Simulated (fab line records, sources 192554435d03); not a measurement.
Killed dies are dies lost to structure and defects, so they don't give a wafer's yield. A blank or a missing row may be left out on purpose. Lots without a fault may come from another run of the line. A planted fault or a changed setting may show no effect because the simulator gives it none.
Which tool did it? | flow n5_finfet | 12 lots, 36 wafers sampled, at 1 step of a route of 1938

WHAT THE GAUGES READ, wafer by wafer
N5_BEOL_M1_CD_MEAS_35: target cd 18 nm, target cd y 21 nm.
lot  | measured     | on        | cd_nm (nm)
L075 | day 6 12:28  | cd_sem-01 | 18.3 18.1 18.0
L076 | day 6 20:04  | cd_sem-03 | 17.3 17.9 18.2
L079 | day 7 09:56  | cd_sem-02 | 17.9 18.5 17.7
L081 | day 7 19:39  | cd_sem-02 | 17.3 17.9 18.5
L083 | day 8 09:52  | cd_sem-02 | 18.1 18.1 17.8
L084 | day 9 02:34  | cd_sem-01 | 18.3 18.3 18.4
L087 | day 9 15:26  | cd_sem-02 | 18.1 18.0 18.3
L089 | day 9 23:31  | cd_sem-03 | 18.2 17.6 17.6
L091 | day 10 08:43 | cd_sem-01 | 18.0 17.7 17.9
L092 | day 11 03:43 | cd_sem-02 | 18.4 17.8 18.1
L095 | day 12 05:57 | cd_sem-03 | 18.0 17.6 18.0
L097 | day 12 11:22 | cd_sem-03 | 18.3 17.7 18.5

WHICH TOOL RAN EACH LOT (tool, then ch and the chambers of the sampled wafers, then the start)
The record holds no process step before these readings.

THE ANSWER, worked out from the rows above alone
Rule: what is usual is taken from the lots themselves. Put in order of their means at a reading, lots are off if they are a third of the lots or fewer, leave a main group of 4 or more, and stand apart from it by a gap of 3 or more times the standard deviation of the main group's means; of several such gaps the widest counts. A main group whose means are all the same, to the digits that the tables above print for the reading, isn't used. A lot without any number at a reading at which 4 lots or more have one is off too. The other lots that the step has rows for count as sound.
No lot is off at any reading shown: from this, nothing can be told.

WHAT THE SIMULATOR HAD PUT IN
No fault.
